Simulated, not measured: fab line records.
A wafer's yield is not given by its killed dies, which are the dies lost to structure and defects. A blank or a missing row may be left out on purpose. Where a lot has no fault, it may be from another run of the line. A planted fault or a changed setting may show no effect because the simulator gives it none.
A struck lot beside a sound one || flow nandHarc || 42 steps out of a route of 1159
Sound: wafers L661.2, L661.3, L661.4. Struck: wafers L664.1, L664.3, L664.4. Last of all comes the cause.
Each step with rows lists, per side, the tool, then ch with its chambers, then its first start. Under that, the readings that differ: sound wafers || struck wafers || difference of the means || sigmas: that difference in standard deviations of wafers without a fault.
alike: readings whose means differ by less than 2 such deviations, and words and numbers that are the same on both sides. not compared: withheld readings, readings that some wafer has no value for, bounds like >300 that may hide the same value, and numbers for which the record gives no deviation and whose values overlap.
The two part at a step that has a row with sigmas, a row that says differs or no value, or rows on one side only. When numbers do not overlap yet have no deviation, they are printed without sigmas and do not part them. Lack of a reading on every wafer of one side parts them only where that side has two or more wafers.

first, 3 steps without rows for these wafers: NHARC_A_CONTACT_ETCH_120 (etches the open film in C4F8/O2/Ar, time 94 s, target depth 922 nm); NHARC_A_CONTACT_ETCH_121 (etches the open film in C4F8/O2/Ar, time 94 s, target depth 922 nm); NHARC_A_CONTACT_ETCH_122 (etches the open film in C4F8/O2/Ar, time 95 s, target depth 930 nm).
NHARC_A_CONTACT_ETCH_123: etches the open film in C4F8/O2/Ar, time 253 s, target depth 1090 nm.
  sound on harCapEtch-03 ch 0,1, day 16 18:00; struck on harCapEtch-02 ch 0,1, day 18 00:50
  alike: oesAirLineAu
  not compared: rfHoursCounterH
then, 2 steps without rows for these wafers: NHARC_A_CONTACT_ETCH_90 (etches the open film in CH3F/O2, target depth 40 nm, time 85.7 s); NHARC_A_CONTACT_ETCH_96 (etches the open film in C4F6/O2, target depth 20 nm, time 10 s).
NHARC_A_CONTACT_CD_MEAS_53:
  sound: cdSem-03 at day 16 18:49; struck: cdSem-01 at day 18 01:37
  alike: cdNm
then, 5 steps without rows for these wafers: NHARC_A_CONTACT_STRIP_99 (strips in N2/H2); NHARC_A_CONTACT_STRIP_100 (strips in CF4/CHF3); NHARC_A_CONTACT_STRIP_101 (strips in O2/COS); NHARC_A_CONTACT_ETCH_102 (etches the open film in CF4/O2, target depth 70 nm, overetch 7 nm, time 38.5 s); NHARC_A_CONTACT_STRIP_55 (strips in O2).
NHARC_A_CONTACT_STRIP_56: strips in post etch residue remover, time 600 s.
  sound on wetBench-03 ch 5,6,7, day 16 19:35; struck on wetBench-03 ch 2,4,5, day 18 02:17
then, 12 steps without rows for these wafers: NHARC_A_CONTACT_DEP_57 (deposits aC, target thk 2800 nm); NHARC_A_CONTACT_DEP_58 (deposits SiON, target thk 60 nm); NHARC_A_CONTACT_DEHYDRATE_59 (time 120 s); NHARC_A_CONTACT_HMDS_60 (time 30 s); NHARC_A_CONTACT_COAT_61 (time 75 s); NHARC_A_CONTACT_COAT_62 (time 65 s); NHARC_A_CONTACT_COAT_63 (resist thk 90 nm); NHARC_A_CONTACT_SOFTBAKE_64 (time 55 s); NHARC_A_CONTACT_EBR_65; NHARC_A_CONTACT_EXPOSE_66 (exposes mask A CC 2); NHARC_A_CONTACT_PEB_67 (peb time 65 s); NHARC_A_CONTACT_DEVELOP_68 (develop time 35 s).
NHARC_A_CONTACT_CD_MEAS_69: the cd target is 200 nm.
  sound on cdSem-02 ch 0, day 16 22:55; struck on cdSem-01 ch 0, day 18 07:32
  alike: cdNm
NHARC_A_CONTACT_OVL_MEAS_70:
  sound: overlay-01 at day 16 23:01; struck: overlay-01 at day 18 07:37
{"reading": "overlayYNm (nm)", "sound": "1.3 1.0 1.1", "struck": "-1.0 -0.7 -0.7", "difference": -1.9, "sigmas": -3}
  alike: overlayXNm
NHARC_A_CONTACT_DESCUM_74: chemistry O2, time 3 s.
  sound on rieDiel-06 ch 0,1,2, day 16 23:07; struck on rieDiel-06 ch 0,1,2, day 18 07:43
{"reading": "rfHoursCounterH (h)", "sound": "27 25 26", "struck": "32 30 29", "difference": "+4", "sigmas": ""}
  alike: drypumpMotorCurrentA, oesProductAu, rfVppV, showerheadPlenumPTorr, throttleValvePct
NHARC_A_CONTACT_ETCH_75: etches the open film in CF4, target depth 39 nm, time 65 s.
  sound on rieDiel-06 ch 0,2,3, day 16 23:16; struck on rieDiel-06 ch 0,2,3, day 18 07:49
{"reading": "rfHoursCounterH (h)", "sound": "27 28 25", "struck": "32 29 33", "difference": "+5", "sigmas": ""}
  alike: cf4FlowSccm, drypumpMotorCurrentA, oesProductAu, rfVppV, showerheadPlenumPTorr, throttleValvePct
then, 3 steps without rows for these wafers: NHARC_A_CONTACT_ETCH_76 (etches the open film in N2/H2, target depth 260 nm, time 475.3 s); NHARC_A_CONTACT_ETCH_77 (etches the open film in CF4/CHF3, target depth 72.6 nm, time 36.3 s); NHARC_A_CONTACT_ETCH_78 (etches the open film in O2/COS, target depth 2800 nm, time 728 s).
NHARC_A_CONTACT_ETCH_124: etches the open film in C4F8/O2/Ar, time 140 s, target depth 700 nm.
  sound on harCapEtch-01 ch 0,1, day 17 00:20; struck on harCapEtch-03 ch 0,1, day 18 08:53
  alike: oesAirLineAu
  not compared: rfHoursCounterH
then, 5 steps without rows for these wafers: NHARC_A_CONTACT_ETCH_125 (etches the open film in C4F8/O2/Ar, time 155 s, target depth 956 nm); NHARC_A_CONTACT_ETCH_126 (etches the open film in C4F8/O2/Ar, time 155 s, target depth 956 nm); NHARC_A_CONTACT_ETCH_127 (etches the open film in C4F8/O2/Ar, time 155 s, target depth 956 nm); NHARC_A_CONTACT_ETCH_128 (etches the open film in C4F8/O2/Ar, time 155 s, target depth 956 nm); NHARC_A_CONTACT_ETCH_129 (etches the open film in C4F8/O2/Ar, time 155 s, target depth 956 nm).
NHARC_A_CONTACT_ETCH_130: etches the open film in C4F8/O2/Ar, time 155 s, target depth 956 nm.
  sound on harCapEtch-01 ch 0,1, day 17 01:15; struck on harCapEtch-03 ch 0,1, day 18 09:47
  alike: oesAirLineAu
  not compared: rfHoursCounterH
then, 2 steps without rows for these wafers: NHARC_A_CONTACT_ETCH_131 (etches the open film in C4F8/O2/Ar, time 155 s, target depth 956 nm); NHARC_A_CONTACT_ETCH_132 (etches the open film in C4F8/O2/Ar, time 156 s, target depth 958 nm).
-- record jumps: 2 days between struck wafers' starts before vs after; left off in module A_CONTACT, resumes in module END, first step shown is number 1159 of the route --
NHARC_END_SORT_01:
  at this point the record logs the struck wafers (prober-02 ch 0, day 20 16:32) and has no rows for the sound ones

== WHERE THEY PART ==
Earliest at NHARC_A_CONTACT_OVL_MEAS_70; latest, in this record, at NHARC_END_SORT_01.

WHY: what the simulator had put in
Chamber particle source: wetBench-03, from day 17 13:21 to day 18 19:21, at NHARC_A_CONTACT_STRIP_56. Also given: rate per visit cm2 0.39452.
